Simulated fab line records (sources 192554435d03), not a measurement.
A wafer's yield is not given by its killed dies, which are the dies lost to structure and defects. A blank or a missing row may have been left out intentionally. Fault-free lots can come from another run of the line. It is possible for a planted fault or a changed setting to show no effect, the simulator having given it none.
The tool behind it: which one? :: flow n5_finfet :: 10 lots, 29 wafers sampled, at 2 steps of a route of 1938

## WHAT EACH GAUGE READ, for each wafer
N5_BEOL_M15_OVL_MEAS_29.
lot: L984
measured: day 12 04:19
on: overlay-01
M15_OVL (nm): 16 3 6

lot: L987
measured: day 12 21:03
on: overlay-01
M15_OVL (nm): -1 2 4

lot: L985
measured: day 13 03:32
on: overlay-01
M15_OVL (nm): -3 3 3

lot: L986
measured: day 13 14:14
on: overlay-02
M15_OVL (nm): 0 2 2

lot: L989
measured: day 13 16:12
on: overlay-01
M15_OVL (nm): -1 3 0

lot: L993
measured: day 14 12:24
on: overlay-01
M15_OVL (nm): 3 4 5

lot: L995
measured: day 15 12:49
on: overlay-01
M15_OVL (nm): -1 1 4

lot: L102
measured: day 16 12:01
on: overlay-02
M15_OVL (nm): -6 2

lot: L105
measured: day 17 12:38
on: overlay-01
M15_OVL (nm): -2 8 -4

lot: L106
measured: day 17 14:58
on: overlay-02
M15_OVL (nm): 6 4 4

## WHICH TOOL RAN EACH LOT (tool, then ch and the chambers of the sampled wafers, then the start)
lot: L984
N5_BEOL_M15_ETCH_57: rie_diel-04 ch 0,2,3, day 12 03:31

lot: L987
N5_BEOL_M15_ETCH_57: rie_diel-01 ch 0,1,2, day 12 20:15

lot: L985
N5_BEOL_M15_ETCH_57: rie_diel-03 ch 0,1, day 13 02:37

lot: L986
N5_BEOL_M15_ETCH_57: rie_diel-01 ch 0,2, day 13 13:26

lot: L989
N5_BEOL_M15_ETCH_57: rie_diel-04 ch 0,2,3, day 13 15:23

lot: L993
N5_BEOL_M15_ETCH_57: rie_diel-01 ch 0,1,3, day 14 11:28

lot: L995
N5_BEOL_M15_ETCH_57: rie_diel-04 ch 1,2,3, day 15 12:01

lot: L102
N5_BEOL_M15_ETCH_57: rie_diel-01 ch 3, day 16 11:05

lot: L105
N5_BEOL_M15_ETCH_57: rie_diel-03 ch 2,3, day 17 11:49

lot: L106
N5_BEOL_M15_ETCH_57: rie_diel-01 ch 2,3, day 17 14:10
- N5_BEOL_M15_ETCH_57: etches SOC in N2/H2, time 750 s.

## WHAT THE TOOLS THEMSELVES READ (means of the sampled wafers that have a number; where no wafer has one, the mark that the record gives instead)
N5_BEOL_M15_ETCH_57.
lot: L984
tool: rie_diel-04
drypump_motor_current_A (A): 5.6
n2_flow_sccm (sccm): 200.1
oes_product_au (a.u.): 0.74
rf_vpp_V (V): 523.3
showerhead_plenum_p_Torr (Torr): 2.50
throttle_valve_pct (%): 17.72

lot: L987
tool: rie_diel-01
drypump_motor_current_A (A): 6.0
n2_flow_sccm (sccm): 200.4
oes_product_au (a.u.): 0.74
rf_vpp_V (V): 523.7
showerhead_plenum_p_Torr (Torr): 2.54
throttle_valve_pct (%): 17.88

lot: L985
tool: rie_diel-03
drypump_motor_current_A (A): 5.5
n2_flow_sccm (sccm): 200.1
oes_product_au (a.u.): 0.78
rf_vpp_V (V): 525.2
showerhead_plenum_p_Torr (Torr): 2.58
throttle_valve_pct (%): 17.68

lot: L986
tool: rie_diel-01
drypump_motor_current_A (A): 6.1
n2_flow_sccm (sccm): 199.9
oes_product_au (a.u.): 0.74
rf_vpp_V (V): 525.7
showerhead_plenum_p_Torr (Torr): 2.60
throttle_valve_pct (%): 17.74

lot: L989
tool: rie_diel-04
drypump_motor_current_A (A): 5.6
n2_flow_sccm (sccm): 199.5
oes_product_au (a.u.): 0.72
rf_vpp_V (V): 522.4
showerhead_plenum_p_Torr (Torr): 2.49
throttle_valve_pct (%): 17.73

lot: L993
tool: rie_diel-01
drypump_motor_current_A (A): 5.8
n2_flow_sccm (sccm): 199.8
oes_product_au (a.u.): 0.74
rf_vpp_V (V): 522.3
showerhead_plenum_p_Torr (Torr): 2.47
throttle_valve_pct (%): 17.94

lot: L995
tool: rie_diel-04
drypump_motor_current_A (A): 5.6
n2_flow_sccm (sccm): 200.2
oes_product_au (a.u.): 0.83
rf_vpp_V (V): 523.9
showerhead_plenum_p_Torr (Torr): 2.57
throttle_valve_pct (%): 17.55

lot: L102
tool: rie_diel-01
drypump_motor_current_A (A): 5.7
n2_flow_sccm (sccm): 200.8
oes_product_au (a.u.): 0.72
rf_vpp_V (V): 521.5
showerhead_plenum_p_Torr (Torr): 2.42
throttle_valve_pct (%): 18.00

lot: L105
tool: rie_diel-03
drypump_motor_current_A (A): 5.8
n2_flow_sccm (sccm): 199.7
oes_product_au (a.u.): 0.84
rf_vpp_V (V): 523.9
showerhead_plenum_p_Torr (Torr): 2.54
throttle_valve_pct (%): 17.76

lot: L106
tool: rie_diel-01
drypump_motor_current_A (A): 6.1
n2_flow_sccm (sccm): 200.0
oes_product_au (a.u.): 0.70
rf_vpp_V (V): 524.2
showerhead_plenum_p_Torr (Torr): 2.54
throttle_valve_pct (%): 17.92

## THE ANSWER, worked out from the rows above alone
Rule: the usual values come from the lots themselves. The widest of any qualifying gaps counts: lots, ordered by their means at a reading, are off when they make up no more than a third of the lots, leave a main group of 4 or more, and stand apart from it by 3 or more times the standard deviation of that group's means. If all means in a main group match to the digits the tables above print for the reading, that group is not used. Also off: a lot with no number at a reading for which 4 or more lots have one. All remaining lots with rows at the step are treated as sound. The gauges are gone through in route order, then the tools' own readings, and for those a lot's mean is taken as printed above. The first step at which some lot is off is used, and at that step the reading that is off furthest; a lot without a number counts as furthest.
None of the lots is off at any reading shown; this tells nothing.

## WHAT THE SIMULATOR PUT IN
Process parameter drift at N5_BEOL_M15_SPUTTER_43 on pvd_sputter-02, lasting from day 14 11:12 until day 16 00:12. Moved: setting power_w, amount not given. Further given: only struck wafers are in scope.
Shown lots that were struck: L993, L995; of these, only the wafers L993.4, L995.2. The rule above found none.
